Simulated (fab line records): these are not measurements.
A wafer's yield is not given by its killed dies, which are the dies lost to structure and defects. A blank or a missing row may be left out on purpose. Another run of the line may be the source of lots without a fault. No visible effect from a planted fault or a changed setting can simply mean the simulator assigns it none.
Chamber matching / flow n5_finfet / 4 sister chambers for N5_GATE_CUT_STRIP_59 on rie_diel-02
The step strips in N2/H2, time 20 s. 4 wafers are shown with their chamber, then 9 later ones without.

== EACH WAFER AND ITS CHAMBER ==
wafer=L087.5; chamber=2; drypump_motor_current_A (A)=6.5
wafer=L087.6; chamber=3; drypump_motor_current_A (A)=5.9
wafer=L091.3; chamber=1; drypump_motor_current_A (A)=5.6
wafer=L091.5; chamber=0; drypump_motor_current_A (A)=5.1

== WAFERS WITH NO CHAMBER GIVEN ==
wafer=L092.1; drypump_motor_current_A (A)=5.6
wafer=L092.2; drypump_motor_current_A (A)=5.9
wafer=L092.6; drypump_motor_current_A (A)=5.1
wafer=L093.1; drypump_motor_current_A (A)=5.1
wafer=L093.3; drypump_motor_current_A (A)=5.7
wafer=L093.4; drypump_motor_current_A (A)=6.5
wafer=L094.1; drypump_motor_current_A (A)=5.1
wafer=L094.5; drypump_motor_current_A (A)=6.5
wafer=L094.6; drypump_motor_current_A (A)=5.9

== WHICH CHAMBER EACH ONE RAN IN ==
wafer=L092.1; from the rows above=1; in truth=1
wafer=L092.2; from the rows above=3; in truth=3
wafer=L092.6; from the rows above=0; in truth=0
wafer=L093.1; from the rows above=0; in truth=0
wafer=L093.3; from the rows above=1; in truth=1
wafer=L093.4; from the rows above=2; in truth=2
wafer=L094.1; from the rows above=0; in truth=0
wafer=L094.5; from the rows above=2; in truth=2
wafer=L094.6; from the rows above=3; in truth=3
Correctly placed: 9 of 9. Can't be placed from these rows: 0. 0 placed wrongly.
How it was worked out, from the rows above alone: a wafer's distance from a chamber is the root of the sum, over the readings, of the square of ((its reading less the chamber's mean) divided by the reading's scatter). If the next closest chamber is less than 2 further off than the closest, the wafer can't be placed; otherwise it belongs to the closest. The mean given for a chamber averages the wafers shown for that chamber. The scatter: root of mean squared gap, hidden wafer to nearest shown wafer, with one shown wafer a chamber.
